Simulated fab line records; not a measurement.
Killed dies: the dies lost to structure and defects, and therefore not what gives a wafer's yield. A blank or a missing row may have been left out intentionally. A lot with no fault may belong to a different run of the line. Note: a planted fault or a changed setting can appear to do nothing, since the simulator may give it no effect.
fab line records    flow n5-finfet
record lots=24  wafers=72  last-day=18
route steps=1938 shown HKMG_FIN@454 GATE_CUT@467 MOL_CONTACT_COAG@526
lots with no fault: from the same line, run without faults
start-h: hours from the record's opening day to when the first of the lot's shown wafers began    wait-h: hours since the lot's step before    " repeats the value in the row above    L1.1+2: a row that stands for several wafers    - no value, or no start was given    * or withheld: withheld    < > ~ a bound
route shown NAME@n: NAME is a module with steps in the file, n the number in the route of the first one    usual: mean/standard deviation taken from wafers without a fault    same: alike in all rows    chamber/n: place in a boat    sites: each site's reading    _std_site: standard deviation across them    _edge_site: mean of outer sites minus mean of inner sites    radius-mm: for every site, how far away it sits from the centre of the wafer    mask NAME#n: copy n    behind: tool/chamber where the wafer was last shaped    hold: reason for holding the lot/hours on hold/outcome of the hold    device: the n, p or np transistor that did not switch    end of line: at the end of the route, the tests of the same wafers    step lacking rows: just its recipe    killed: not the wafer's yield, but the dies lost to structure and defects at the first sort    map: the dies of a wafer, with x for killed, . for not killed, _ for no die there
set.NAME: the run value of the setting; set.NAME@STEP: its run value at that earlier step    model.NAME: the simulator's own value behind a step, which no gauge read
steps of the route over a sample of lots; a table a step, a row a wafer
services: the hour from which a tool's chamber was out of use, counted from the record's first day as start-h (under 0 if before that day), plus the number of hours and why
## steps
# step N5_HKMG_FIN_ETCHBACK_68
# recipe chemistry=Cl2/Ar  stop-on=HfO2  target-depth-a=5  pressure-mtorr=10  icp-w=600  bias-w=60  Cl2_flow_sccm=40  Ar_flow_sccm=60
# usual drypump-motor-current-A=5.7/0.44  oes-product-au=0.84/0.13  throttle-valve-pct=20.84/0.27
lot.wafer  tool          chamber  start-h  wait-h  drypump-motor-current-A  oes-product-au  rf-hours-counter-h  throttle-valve-pct
L074.2     rie-metal-02  1        78.43    0.1     6.1                      0.59            -                   21.38
L074.3     "             1        "        "       6.2                      0.58            -                   21.37
L074.4     "             1        "        "       6.2                      0.58            -                   21.37
L075.2     rie-metal-02  1        84.06    0.1     6.2                      0.58            -                   21.36
L075.4     "             1        "        "       6.2                      0.58            -                   21.36
L075.5     "             1        "        "       6.2                      0.58            -                   21.37
L076.1     rie-metal-01  0        91.33    0.0     5.3                      0.57            145                 21.28
L076.3     "             1        "        "       6.0                      0.79            -                   20.76
L076.4     "             0        "        "       5.3                      0.57            -                   21.29
L077.1     rie-metal-03  0        96.61    0.0     5.4                      0.98            0                   20.47
L077.4     "             1        "        "       4.9                      0.57            -                   21.03
L077.6     "             1        "        "       4.9                      0.57            -                   21.03
L078.1     rie-metal-03  1        101.90   0.0     4.9                      0.57            150                 21.06
L078.3     "             1        "        "       4.9                      0.57            -                   21.03
L078.6     "             1        "        "       4.9                      0.57            -                   21.03
L079.1     rie-metal-02  0        109.95   0.0     6.0                      0.93            3                   20.97
L079.3     "             0        "        "       6.1                      0.94            -                   20.98
L079.5     "             0        "        "       6.1                      0.94            -                   20.95
L080.1     rie-metal-02  0        113.86   0.0     6.1                      0.92            4                   20.96
L080.2     "             1        "        "       6.2                      0.92            0                   21.18
L080.4     "             1        "        "       6.2                      0.95            -                   21.16
L081.1     rie-metal-03  0        124.66   0.0     5.4                      0.93            2                   20.47
L081.2     "             0        "        "       5.4                      0.94            -                   20.47
L081.3     "             0        "        "       5.4                      0.94            -                   20.47
L082.1     rie-metal-03  0        129.92   0.0     5.4                      0.93            3                   20.47
L082.2     "             0        "        "       5.4                      0.93            -                   20.48
L082.6     "             0        "        "       5.5                      0.93            -                   20.46
L083.1     rie-metal-03  0        138.51   0.0     5.4                      0.92            4                   20.45
L083.2     "             0        "        "       5.5                      0.92            -                   20.46
L083.4     "             0        "        "       5.5                      0.93            -                   20.46
L084.1     rie-metal-01  1        138.96   0.0     6.0                      0.77            35                  20.79
L084.3     "             1        "        "       6.1                      0.78            -                   20.79
L084.6     "             1        "        "       6.1                      0.77            -                   20.80
L085.2     rie-metal-03  1        147.55   0.0     4.9                      0.96            0                   20.73
L085.3     "             1        "        "       4.9                      0.96            -                   20.73
L085.6     "             0        "        "       5.4                      0.92            -                   20.46
L086.2     rie-metal-01  0        155.58   0.0     5.3                      0.95            1                   20.89
L086.3     "             0        "        "       5.3                      0.96            -                   20.90
L086.4     "             1        "        "       6.1                      0.76            -                   20.79
L087.2     rie-metal-02  0        158.22   0.0     6.1                      0.89            9                   20.97
L087.4     "             1        "        "       6.2                      0.89            -                   21.14
L087.6     "             1        "        "       6.2                      0.90            -                   21.13
L088.1     rie-metal-01  0        162.45   0.0     5.3                      0.95            2                   20.90
L088.2     "             1        "        "       6.0                      0.76            39                  20.79
L088.5     "             1        "        "       6.0                      0.76            -                   20.79
L089.1     rie-metal-01  0        169.20   0.0     5.3                      0.94            2                   20.91
L089.5     "             0        "        "       5.3                      0.93            -                   20.90
L089.6     "             1        "        "       6.1                      0.76            -                   20.80
L090.1     rie-metal-01  1        173.29   0.0     6.1                      0.76            39                  20.80
L090.3     "             1        "        "       6.1                      0.70            -                   20.86
L090.5     "             0        "        "       5.3                      0.94            -                   20.90
L091.2     rie-metal-02  0        181.10   0.0     6.1                      0.88            12                  20.98
L091.3     "             0        "        "       6.0                      0.88            -                   20.98
L091.4     "             1        "        "       6.2                      0.83            -                   21.21
L092.1     rie-metal-02  1        185.38   0.0     6.2                      0.88            8                   21.14
L092.2     "             0        "        "       6.0                      0.87            12                  20.99
L092.5     "             1        "        "       6.2                      0.87            -                   21.13
L093.2     rie-metal-01  1        193.15   0.0     6.1                      0.76            41                  20.80
L093.4     "             0        "        "       5.3                      0.93            -                   20.89
L093.6     "             1        "        "       6.1                      0.76            -                   20.81
L094.2     rie-metal-03  1        199.78   0.0     5.0                      0.90            5                   20.75
L094.5     "             1        "        "       4.9                      0.90            -                   20.76
L094.6     "             0        "        "       5.4                      0.88            -                   20.48
L095.1     rie-metal-01  1        204.48   0.0     6.1                      0.76            41                  20.79
L095.3     "             1        "        "       6.0                      0.76            -                   20.80
L095.4     "             0        "        "       5.3                      0.92            -                   20.90
L096.1     rie-metal-03  0        210.61   0.0     5.5                      0.87            12                  20.49
L096.2     "             1        "        "       4.9                      0.90            7                   20.75
L096.3     "             0        "        "       5.5                      0.86            -                   20.50
L097.1     rie-metal-03  1        215.52   0.0     4.9                      0.89            7                   20.74
L097.4     "             0        "        "       5.4                      0.87            -                   20.48
L097.5     "             0        "        "       5.4                      0.77            -                   20.60
# step N5_GATE_CUT_ETCHBACK_30
# recipe chemistry=Cl2/Ar  target=TiN  target-depth-a=30  mode=isotropic  pressure-mtorr=10  icp-w=600  bias-w=60  Cl2_flow_sccm=40  Ar_flow_sccm=60
# usual drypump-motor-current-A=5.6/0.47  oes-product-au=0.86/0.12  throttle-valve-pct=20.84/0.26
lot.wafer  tool          chamber  start-h  wait-h  drypump-motor-current-A  oes-product-au  rf-hours-counter-h  throttle-valve-pct
L074.2     rie-metal-03  1        80.74    0.1     4.9                      0.58            -                   21.02
L074.3     "             1        "        "       4.9                      0.59            -                   21.01
L074.4     "             1        "        "       4.9                      0.58            -                   21.03
L075.2     rie-metal-03  1        86.38    0.1     4.9                      0.59            -                   21.03
L075.4     "             1        "        "       4.9                      0.58            -                   21.03
L075.5     "             1        "        "       5.0                      0.59            -                   21.04
L076.1     rie-metal-01  1        93.39    0.1     6.1                      0.81            29                  20.74
L076.3     "             1        "        "       6.1                      0.81            -                   20.73
L076.4     "             0        "        "       5.3                      0.57            -                   21.26
L077.1     rie-metal-02  0        98.87    0.1     6.0                      0.97            1                   20.94
L077.4     "             0        "        "       6.1                      0.97            -                   20.95
L077.6     "             0        "        "       6.0                      0.96            -                   20.94
L078.1     rie-metal-03  1        103.91   0.1     4.9                      0.58            150                 21.04
L078.3     "             1        "        "       4.9                      0.58            -                   21.04
L078.6     "             1        "        "       4.9                      0.58            -                   21.04
L079.1     rie-metal-01  1        112.10   0.1     6.1                      0.81            31                  20.72
L079.3     "             0        "        "       5.3                      0.57            -                   21.28
L079.5     "             0        "        "       5.3                      0.57            -                   21.27
L080.1     rie-metal-02  1        115.88   0.1     6.2                      0.98            0                   21.10
L080.2     "             0        "        "       6.1                      0.92            4                   20.95
L080.4     "             1        "        "       6.2                      0.98            -                   21.11
L081.1     rie-metal-03  0        127.07   0.1     5.4                      0.95            3                   20.45
L081.2     "             0        "        "       5.4                      0.95            -                   20.46
L081.3     "             0        "        "       5.5                      0.95            -                   20.44
L082.1     rie-metal-03  0        132.28   0.1     5.4                      0.94            4                   20.45
L082.2     "             0        "        "       5.4                      0.94            -                   20.45
L082.6     "             0        "        "       5.4                      0.95            -                   20.44
L083.1     rie-metal-02  0        140.65   0.1     6.1                      0.91            7                   20.96
L083.2     "             1        "        "       6.2                      0.94            3                   21.11
L083.4     "             0        "        "       6.1                      0.91            -                   20.95
L084.1     rie-metal-03  0        141.30   0.1     5.5                      0.92            5                   20.45
L084.3     "             0        "        "       5.5                      0.92            -                   20.46
L084.6     "             0        "        "       5.4                      0.93            -                   20.45
L085.2     rie-metal-01  0        149.57   0.1     5.3                      0.98            1                   20.86
L085.3     "             1        "        "       6.0                      0.80            -                   20.77
L085.6     "             0        "        "       5.3                      0.99            -                   20.88
L086.2     rie-metal-03  1        157.60   0.1     4.9                      0.96            1                   20.71
L086.3     "             0        "        "       5.4                      0.91            -                   20.46
L086.4     "             1        "        "       4.9                      0.96            -                   20.69
L087.2     rie-metal-02  1        160.23   0.1     6.2                      0.91            5                   21.13
L087.4     "             1        "        "       6.2                      0.91            -                   21.13
L087.6     "             1        "        "       6.2                      0.91            -                   21.12
L088.1     rie-metal-02  1        164.46   0.1     6.2                      0.92            5                   21.11
L088.2     "             0        "        "       6.0                      0.90            10                  20.96
L088.5     "             0        "        "       6.1                      0.90            -                   20.96
L089.1     rie-metal-01  1        171.22   0.1     6.1                      0.79            39                  20.76
L089.5     "             1        "        "       6.1                      0.79            -                   20.76
L089.6     "             0        "        "       5.3                      0.95            -                   20.89
L090.1     rie-metal-02  0        175.30   0.1     6.0                      0.89            11                  20.96
L090.3     "             1        "        "       6.2                      0.90            -                   21.12
L090.5     "             1        "        "       6.2                      0.90            -                   21.12
L091.2     rie-metal-03  1        183.12   0.1     4.9                      0.94            4                   20.69
L091.3     "             0        "        "       5.5                      0.90            -                   20.45
L091.4     "             1        "        "       4.9                      0.94            -                   20.71
L092.1     rie-metal-03  1        190.21   0.1     4.9                      0.93            4                   20.72
L092.2     "             0        "        "       5.4                      0.90            9                   20.47
L092.5     "             0        "        "       5.4                      0.90            -                   20.47
L093.2     rie-metal-03  1        195.16   0.1     4.9                      0.93            5                   20.74
L093.4     "             0        "        "       5.5                      0.88            -                   20.47
L093.6     "             1        "        "       4.9                      0.92            -                   20.71
L094.2     rie-metal-02  0        201.80   0.1     6.0                      0.87            13                  20.97
L094.5     "             0        "        "       6.0                      0.88            -                   20.99
L094.6     "             1        "        "       6.2                      0.89            -                   21.12
L095.1     rie-metal-02  1        206.50   0.1     6.2                      0.88            9                   21.14
L095.3     "             0        "        "       6.1                      0.87            -                   20.99
L095.4     "             1        "        "       6.2                      0.88            -                   21.14
L096.1     rie-metal-03  0        212.62   0.1     5.4                      0.87            12                  20.48
L096.2     "             1        "        "       4.9                      0.90            7                   20.72
L096.3     "             1        "        "       4.9                      0.91            -                   20.72
L097.1     rie-metal-02  0        217.55   0.1     6.1                      0.87            14                  20.98
L097.4     "             1        "        "       6.2                      0.89            -                   21.15
L097.5     "             1        "        "       6.2                      0.88            -                   21.14
# step N5_GATE_CUT_CUT_ETCH_53
# recipe chemistry=SF6/Cl2  target=W  mask-material=SiO2  target-depth-a=792  pressure-mtorr=8  icp-w=900  bias-w=80  SF6_flow_sccm=40  Cl2_flow_sccm=60  ends=cleared
# usual drypump-motor-current-A=5.7/0.45  etch-rf-on-time-s=25.9/0.51  oes-product-au=0.77/0.1  throttle-valve-pct=28.94/0.25
lot.wafer  tool          chamber  start-h  wait-h  drypump-motor-current-A  etch-rf-on-time-s  oes-product-au  rf-hours-counter-h  throttle-valve-pct
L074.2     rie-metal-01  1        86.12    0.1     6.1                      25.3               0.74            28                  28.98
L074.3     "             0        "        "       5.3                      26.6               0.52            -                   29.12
L074.4     "             1        "        "       6.1                      25.0               0.73            -                   28.99
L075.2     rie-metal-02  1        93.34    0.1     6.2                      26.6               0.53            145                 29.47
L075.4     "             1        "        "       6.2                      26.4               0.53            -                   29.47
L075.5     "             1        "        "       6.2                      26.5               0.53            -                   29.47
L076.1     rie-metal-01  0        100.66   0.1     5.3                      26.5               0.52            146                 29.12
L076.3     "             0        "        "       5.3                      26.5               0.52            -                   29.11
L076.4     "             1        "        "       6.1                      25.1               0.73            -                   28.97
L077.1     rie-metal-02  0        103.24   0.1     6.1                      26.0               0.87            1                   28.90
L077.4     "             0        "        "       6.1                      25.7               0.87            -                   28.88
L077.6     "             0        "        "       6.1                      26.0               0.87            -                   28.90
L078.1     rie-metal-01  0        107.81   0.1     5.3                      26.8               0.52            147                 29.12
L078.3     "             0        "        "       5.3                      26.5               0.51            -                   29.10
L078.6     "             0        "        "       5.3                      26.4               0.52            -                   29.13
L079.1     rie-metal-01  0        116.14   0.1     5.3                      26.5               0.51            148                 29.12
L079.3     "             0        "        "       5.3                      26.7               0.51            -                   29.12
L079.5     "             0        "        "       5.3                      26.6               0.51            -                   29.12
L080.1     rie-metal-01  1        120.22   0.1     6.1                      25.3               0.73            32                  28.99
L080.2     "             1        "        "       6.1                      25.4               0.72            -                   28.99
L080.4     "             1        "        "       6.0                      25.3               0.72            -                   29.00
L081.1     rie-metal-03  0        131.12   0.1     5.4                      26.2               0.85            3                   28.58
L081.2     "             0        "        "       5.4                      26.2               0.85            -                   28.58
L081.3     "             0        "        "       5.4                      26.1               0.85            -                   28.58
L082.1     rie-metal-01  1        136.47   0.1     6.0                      25.3               0.72            34                  29.00
L082.2     "             1        "        "       6.1                      25.4               0.71            -                   28.98
L082.6     "             1        "        "       6.1                      25.6               0.71            -                   29.00
L083.1     rie-metal-02  1        144.63   0.1     6.2                      25.9               0.84            3                   29.45
L083.2     "             0        "        "       6.1                      26.1               0.82            7                   28.91
L083.4     "             0        "        "       6.1                      26.3               0.81            -                   28.90
L084.1     rie-metal-03  0        145.34   0.1     5.4                      26.1               0.84            5                   28.58
L084.3     "             0        "        "       5.4                      26.2               0.84            -                   28.58
L084.6     "             1        "        "       4.9                      25.1               0.90            -                   28.88
L085.2     rie-metal-01  0        153.55   0.1     5.3                      25.7               0.89            1                   28.82
L085.3     "             1        "        "       6.0                      25.2               0.71            -                   29.00
L085.6     "             0        "        "       5.3                      25.9               0.89            -                   28.81
L086.2     rie-metal-02  0        161.63   0.1     6.0                      26.2               0.81            9                   28.91
L086.3     "             0        "        "       6.0                      26.3               0.81            -                   28.90
L086.4     "             1        "        "       6.2                      26.0               0.82            -                   29.45
L087.2     rie-metal-03  1        164.25   0.1     4.9                      25.5               0.86            2                   28.88
L087.4     "             1        "        "       4.9                      25.4               0.86            -                   28.89
L087.6     "             0        "        "       5.5                      26.5               0.82            -                   28.59
L088.1     rie-metal-03  1        168.70   0.1     4.9                      25.3               0.86            2                   28.88
L088.2     "             0        "        "       5.4                      26.4               0.83            7                   28.58
L088.5     "             1        "        "       4.9                      25.2               0.86            -                   28.88
L089.1     rie-metal-03  1        175.94   0.1     4.9                      25.7               0.85            3                   28.90
L089.5     "             1        "        "       4.9                      25.6               0.85            -                   28.89
L089.6     "             0        "        "       5.4                      26.7               0.81            -                   28.60
L090.1     rie-metal-02  0        179.31   0.1     6.1                      26.2               0.80            11                  28.92
L090.3     "             1        "        "       6.2                      25.6               0.81            -                   29.45
L090.5     "             1        "        "       6.2                      25.9               0.81            -                   29.45
L091.2     rie-metal-01  1        186.99   0.1     6.1                      25.2               0.71            40                  29.02
L091.3     "             0        "        "       5.3                      26.3               0.85            -                   28.83
L091.4     "             1        "        "       6.1                      25.4               0.70            -                   28.99
L092.1     rie-metal-03  0        194.55   0.1     5.5                      26.6               0.81            9                   28.60
L092.2     "             1        "        "       4.9                      25.4               0.84            5                   28.88
L092.5     "             1        "        "       4.9                      25.4               0.84            -                   28.88
L093.2     rie-metal-02  0        199.41   0.1     6.0                      26.2               0.79            13                  28.93
L093.4     "             0        "        "       6.0                      26.1               0.79            -                   28.90
L093.6     "             0        "        "       6.0                      26.5               0.79            -                   28.93
L094.2     rie-metal-01  1        205.73   0.1     6.0                      25.3               0.70            41                  29.00
L094.5     "             1        "        "       6.0                      25.3               0.70            -                   29.00
L094.6     "             0        "        "       5.3                      26.4               0.84            -                   28.83
L095.1     rie-metal-02  1        210.56   0.1     6.2                      25.9               0.80            9                   29.44
L095.3     "             1        "        "       6.2                      25.7               0.80            -                   29.45
L095.4     "             0        "        "       6.1                      26.2               0.79            -                   28.91
L096.1     rie-metal-03  1        218.37   0.1     4.9                      25.3               0.82            7                   28.89
L096.2     "             0        "        "       5.4                      26.8               0.79            12                  28.59
L096.3     "             1        "        "       4.9                      25.4               0.82            -                   28.90
L097.1     rie-metal-03  1        221.75   0.1     4.9                      25.5               0.82            7                   28.89
L097.4     "             0        "        "       5.5                      26.6               0.79            -                   28.60
L097.5     "             0        "        "       5.4                      26.6               0.79            -                   28.59
# step N5_GATE_CUT_THK_MEAS_24
# recipe reads=SiO2_of_GATE_CUT_HM_DEP_46+SiO2_flowable_of_ILD0_FCVD_FILL_01
# usual GC_FILL_THK=219.9/1.8
lot.wafer  tool           chamber  start-h  wait-h  GC_FILL_THK[nm]
L074.2     film-metro-02  -        90.21    -       220.5
L074.3     "              -        "        "       217.5
L074.4     "              -        "        "       219.1
L075.2     film-metro-01  -        97.55    -       216.6
L075.4     "              -        "        "       218.9
L075.5     "              -        "        "       218.8
L076.1     film-metro-02  -        103.26   -       215.4
L076.3     "              -        "        "       216.2
L076.4     "              -        "        "       217.4
L077.1     film-metro-01  -        105.73   -       215.1
L077.4     "              -        "        "       221.1
L077.6     "              -        "        "       216.5
L078.1     film-metro-01  -        110.04   -       220.1
L078.3     "              -        "        "       220.3
L078.6     "              -        "        "       221.5
L079.1     film-metro-02  -        119.02   -       220.8
L079.3     "              -        "        "       221.8
L079.5     "              -        "        "       223.9
L080.1     film-metro-01  -        122.73   -       217.4
L080.2     "              -        "        "       219.4
L080.4     "              -        "        "       221.6
L081.1     film-metro-01  -        133.61   -       216.2
L081.2     "              -        "        "       217.1
L081.3     "              -        "        "       216.7
L082.1     film-metro-02  -        139.23   -       216.9
L082.2     "              -        "        "       219.4
L082.6     "              -        "        "       220.6
L083.1     film-metro-02  -        146.86   -       220.7
L083.2     "              -        "        "       216.6
L083.4     "              -        "        "       219.4
L084.1     film-metro-01  -        147.88   -       220.9
L084.3     "              -        "        "       217.8
L084.6     "              -        "        "       221.8
L085.2     film-metro-02  -        155.87   -       219.4
L085.3     "              -        "        "       220.0
L085.6     "              -        "        "       222.4
L086.2     film-metro-01  -        163.86   -       219.9
L086.3     "              -        "        "       221.3
L086.4     "              -        "        "       221.9
L087.2     film-metro-01  -        166.51   -       218.2
L087.4     "              -        "        "       221.7
L087.6     "              -        "        "       220.1
L088.1     film-metro-02  -        170.96   -       218.5
L088.2     "              -        "        "       219.8
L088.5     "              -        "        "       220.3
L089.1     film-metro-02  -        178.17   -       219.8
L089.5     "              -        "        "       221.8
L089.6     "              -        "        "       220.9
L090.1     film-metro-01  -        181.55   -       219.1
L090.3     "              -        "        "       220.0
L090.5     "              -        "        "       220.7
L091.2     film-metro-02  -        189.22   -       221.2
L091.3     "              -        "        "       217.7
L091.4     "              -        "        "       219.2
L092.1     film-metro-01  -        196.78   -       216.6
L092.2     "              -        "        "       220.0
L092.5     "              -        "        "       220.2
L093.2     film-metro-02  -        201.63   -       220.5
L093.4     "              -        "        "       221.6
L093.6     "              -        "        "       220.3
L094.2     film-metro-01  -        208.05   -       218.7
L094.5     "              -        "        "       221.1
L094.6     "              -        "        "       219.2
L095.1     film-metro-02  -        212.89   -       219.8
L095.3     "              -        "        "       217.9
L095.4     "              -        "        "       220.8
L096.1     film-metro-01  -        220.76   -       221.1
L096.2     "              -        "        "       219.6
L096.3     "              -        "        "       218.7
L097.1     film-metro-02  -        224.25   -       217.7
L097.4     "              -        "        "       220.0
L097.5     "              -        "        "       220.1
# step N5_GATE_CUT_INSPECT_26
# recipe inspect-instrument=darkfield  mode=post-cmp
# usual raw-defect-count=38/16
lot.wafer  tool               chamber  start-h  wait-h  raw-defect-count
L074.2     defect-inspect-01  -        90.95    0.0     15
L074.3     "                  -        "        "       26
L074.4     "                  -        "        "       30
L075.2     defect-inspect-01  -        98.29    0.0     19
L075.4     "                  -        "        "       33
L075.5     "                  -        "        "       37
L076.1     defect-inspect-02  -        104.00   0.0     57
L076.3     "                  -        "        "       53
L076.4     "                  -        "        "       62
L077.1     defect-inspect-01  -        106.47   0.0     34
L077.4     "                  -        "        "       35
L077.6     "                  -        "        "       20
L078.1     defect-inspect-01  -        110.78   0.0     47
L078.3     "                  -        "        "       28
L078.6     "                  -        "        "       32
L079.1     defect-inspect-02  -        119.76   0.0     44
L079.3     "                  -        "        "       43
L079.5     "                  -        "        "       40
L080.1     defect-inspect-02  -        123.47   0.0     41
L080.2     "                  -        "        "       20
L080.4     "                  -        "        "       44
L081.1     defect-inspect-02  -        134.36   0.0     41
L081.2     "                  -        "        "       23
L081.3     "                  -        "        "       35
L082.1     defect-inspect-02  -        139.97   0.0     39
L082.2     "                  -        "        "       21
L082.6     "                  -        "        "       22
L083.1     defect-inspect-02  -        147.60   0.0     66
L083.2     "                  -        "        "       74
L083.4     "                  -        "        "       74
L084.1     defect-inspect-02  -        148.62   0.0     31
L084.3     "                  -        "        "       24
L084.6     "                  -        "        "       25
L085.2     defect-inspect-01  -        156.61   0.0     32
L085.3     "                  -        "        "       54
L085.6     "                  -        "        "       29
L086.2     defect-inspect-01  -        164.60   0.0     108
L086.3     "                  -        "        "       78
L086.4     "                  -        "        "       46
L087.2     defect-inspect-01  -        167.26   0.0     21
L087.4     "                  -        "        "       17
L087.6     "                  -        "        "       29
L088.1     defect-inspect-02  -        171.71   0.0     29
L088.2     "                  -        "        "       32
L088.5     "                  -        "        "       31
L089.1     defect-inspect-02  -        178.91   0.0     29
L089.5     "                  -        "        "       40
L089.6     "                  -        "        "       28
L090.1     defect-inspect-02  -        182.29   0.0     42
L090.3     "                  -        "        "       28
L090.5     "                  -        "        "       41
L091.2     defect-inspect-02  -        189.96   0.0     34
L091.3     "                  -        "        "       44
L091.4     "                  -        "        "       21
L092.1     defect-inspect-01  -        197.52   0.0     32
L092.2     "                  -        "        "       27
L092.5     "                  -        "        "       33
L093.2     defect-inspect-02  -        203.80   0.0     51
L093.4     "                  -        "        "       23
L093.6     "                  -        "        "       44
L094.2     defect-inspect-02  -        208.79   0.0     19
L094.5     "                  -        "        "       24
L094.6     "                  -        "        "       33
L095.1     defect-inspect-02  -        213.63   0.0     47
L095.3     "                  -        "        "       53
L095.4     "                  -        "        "       31
L096.1     defect-inspect-01  -        221.50   0.0     73
L096.2     "                  -        "        "       57
L096.3     "                  -        "        "       38
L097.1     defect-inspect-01  -        224.99   0.0     55
L097.4     "                  -        "        "       36
L097.5     "                  -        "        "       32
# step N5_MOL_CONTACT_COAG_CD_MEAS_08
# recipe target-cd-nm=28  landing-energy-ev=500  detector=se-inlens  polarity=opening
# usual cd-nm=27.96/0.29
lot.wafer  tool       chamber  start-h  wait-h  cd-nm
L074.2     cd-sem-01  0        91.37    -       28.21
L074.3     "          0        "        "       27.81
L074.4     "          0        "        "       28.42
L075.2     cd-sem-03  0        98.71    -       27.84
L075.4     "          0        "        "       28.29
L075.5     "          0        "        "       27.86
L076.1     cd-sem-02  0        104.43   -       27.92
L076.3     "          0        "        "       28.07
L076.4     "          0        "        "       27.96
L077.1     cd-sem-02  0        106.77   -       28.39
L077.4     "          0        "        "       27.83
L077.6     "          0        "        "       28.00
L078.1     cd-sem-01  0        111.11   -       27.38
L078.3     "          0        "        "       27.95
L078.6     "          0        "        "       28.01
L079.1     cd-sem-03  0        120.06   -       28.12
L079.3     "          0        "        "       28.57
L079.5     "          0        "        "       28.17
L080.1     cd-sem-02  0        123.89   -       28.25
L080.2     "          0        "        "       27.50
L080.4     "          0        "        "       28.16
L081.1     cd-sem-03  0        134.78   -       28.34
L081.2     "          0        "        "       28.23
L081.3     "          0        "        "       28.15
L082.1     cd-sem-01  0        140.27   -       27.80
L082.2     "          0        "        "       27.89
L082.6     "          0        "        "       28.21
L083.1     cd-sem-03  0        148.02   -       28.05
L083.2     "          0        "        "       27.53
L083.4     "          0        "        "       27.77
L084.1     cd-sem-01  0        149.04   -       27.60
L084.3     "          0        "        "       27.73
L084.6     "          0        "        "       27.39
L085.2     cd-sem-01  0        157.03   -       27.82
L085.3     "          0        "        "       27.70
L085.6     "          0        "        "       27.94
L086.2     cd-sem-03  0        164.90   -       28.15
L086.3     "          0        "        "       27.76
L086.4     "          0        "        "       27.71
L087.2     cd-sem-01  0        167.68   -       28.12
L087.4     "          0        "        "       28.51
L087.6     "          0        "        "       28.24
L088.1     cd-sem-03  0        172.01   -       27.72
L088.2     "          0        "        "       28.17
L088.5     "          0        "        "       27.95
L089.1     cd-sem-01  0        179.33   -       27.56
L089.5     "          0        "        "       27.93
L089.6     "          0        "        "       27.80
L090.1     cd-sem-02  0        182.59   -       27.58
L090.3     "          0        "        "       27.50
L090.5     "          0        "        "       27.62
L091.2     cd-sem-02  0        190.39   -       27.81
L091.3     "          0        "        "       27.60
L091.4     "          0        "        "       28.00
L092.1     cd-sem-03  0        197.82   -       28.34
L092.2     "          0        "        "       27.89
L092.5     "          0        "        "       27.38
L093.2     cd-sem-02  0        204.23   -       27.87
L093.4     "          0        "        "       27.76
L093.6     "          0        "        "       27.55
L094.2     cd-sem-02  0        209.23   -       28.35
L094.5     "          0        "        "       28.16
L094.6     "          0        "        "       28.54
L095.1     cd-sem-03  0        214.05   -       28.21
L095.3     "          0        "        "       27.92
L095.4     "          0        "        "       27.91
L096.1     cd-sem-02  0        221.83   -       27.99
L096.2     "          0        "        "       28.21
L096.3     "          0        "        "       28.47
L097.1     cd-sem-03  0        225.41   -       28.18
L097.4     "          0        "        "       28.20
L097.5     "          0        "        "       28.49
## services
tool          chamber  start-h  hours  kind
rie-metal-02  0        63.04    -      clean
rie-metal-02  0        63.04    24.6   scheduled-down
rie-metal-02  0        63.04    24.6   vent-cycle
rie-metal-03  0        75.98    -      clean
rie-metal-03  0        75.98    18.3   scheduled-down
rie-metal-03  0        75.98    18.3   vent-cycle
rie-metal-02  1        94.62    -      clean
rie-metal-02  1        94.62    18.1   scheduled-down
rie-metal-02  1        94.62    18.1   vent-cycle
rie-metal-01  0        118.70   -      clean
rie-metal-01  0        118.70   27.3   scheduled-down
rie-metal-01  0        118.70   27.3   vent-cycle
rie-metal-03  1        120.10   -      clean
rie-metal-03  1        120.10   23.6   scheduled-down
rie-metal-03  1        120.10   23.6   vent-cycle
rie-metal-03  -        186.42   2.8    pm
rie-metal-01  -        189.92   0.2    repair
## key
fault none
